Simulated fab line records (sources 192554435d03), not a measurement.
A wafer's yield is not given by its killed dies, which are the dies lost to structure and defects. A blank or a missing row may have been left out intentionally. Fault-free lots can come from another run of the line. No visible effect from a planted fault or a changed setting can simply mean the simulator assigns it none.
Chamber matching -- flow n5_finfet -- N5_BEOL_M10_ETCH_61 on rie_diel-05 has 4 sister chambers
The step etches SiARC in CF4, target depth 39 nm, time 65 s. 14 wafers are shown with their chamber, then 7 later ones without.

## WAFERS, EACH WITH ITS CHAMBER
wafer,chamber,showerhead_plenum_p_Torr (Torr),oes_product_au (a.u.),drypump_motor_current_A (A)
L081.2,0,2.25,0.70,5.6
L081.4,3,2.12,0.58,5.7
L081.5,3,2.12,0.58,5.7
L083.1,3,2.12,0.58,5.7
L083.2,1,2.10,0.78,5.4
L083.6,3,2.12,0.58,5.7
L084.3,3,2.12,0.58,5.7
L084.5,2,2.20,0.59,5.8
L084.6,1,2.10,0.78,5.4
L085.1,0,2.25,0.69,5.6
L085.3,3,2.12,0.58,5.7
L085.5,2,2.19,0.59,5.8
L088.1,1,2.10,0.76,5.4
L088.4,2,2.19,0.58,5.7

SIGNATURES (means of the wafers above)
reading,chamber 0,chamber 1,chamber 2,chamber 3,scatter within a chamber
showerhead_plenum_p_Torr,2.2500,2.1000,2.1933,2.1200,0.00258
oes_product_au,0.6950,0.7733,0.5867,0.5800,0.00619
drypump_motor_current_A,5.600,5.400,5.767,5.700,0.0258
Rule: a wafer lies at a distance from a chamber equal to the root of the sum of squares, over the readings, of (its reading less the chamber's mean, divided by the reading's scatter). The wafer belongs to the nearest chamber; if the next one is less than 2 further off, it can't be placed. How the scatter is found: for the shown wafers, subtract from each reading the mean of its chamber, square and add these, divide the total by (wafers less chambers), then take the root.

## WAFERS WHOSE CHAMBER IS MISSING
wafer,showerhead_plenum_p_Torr (Torr),oes_product_au (a.u.),drypump_motor_current_A (A)
L088.5,2.10,0.76,5.4
L091.2,2.19,0.57,5.8
L091.3,2.10,0.76,5.4
L091.6,2.10,0.75,5.4
L096.3,2.24,0.67,5.6
L096.5,2.09,0.73,5.4
L096.6,2.19,0.83,5.8

## CHAMBER TAKEN BY EACH
wafer,from the rows above,in truth
L088.5,1,1
L091.2,2,2
L091.3,1,1
L091.6,1,1
L096.3,0,0
L096.5,1,1
L096.6,0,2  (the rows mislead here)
Correct placement for 6 of the 7. Left unplaced by these rows: 0. Placed wrongly: 1.
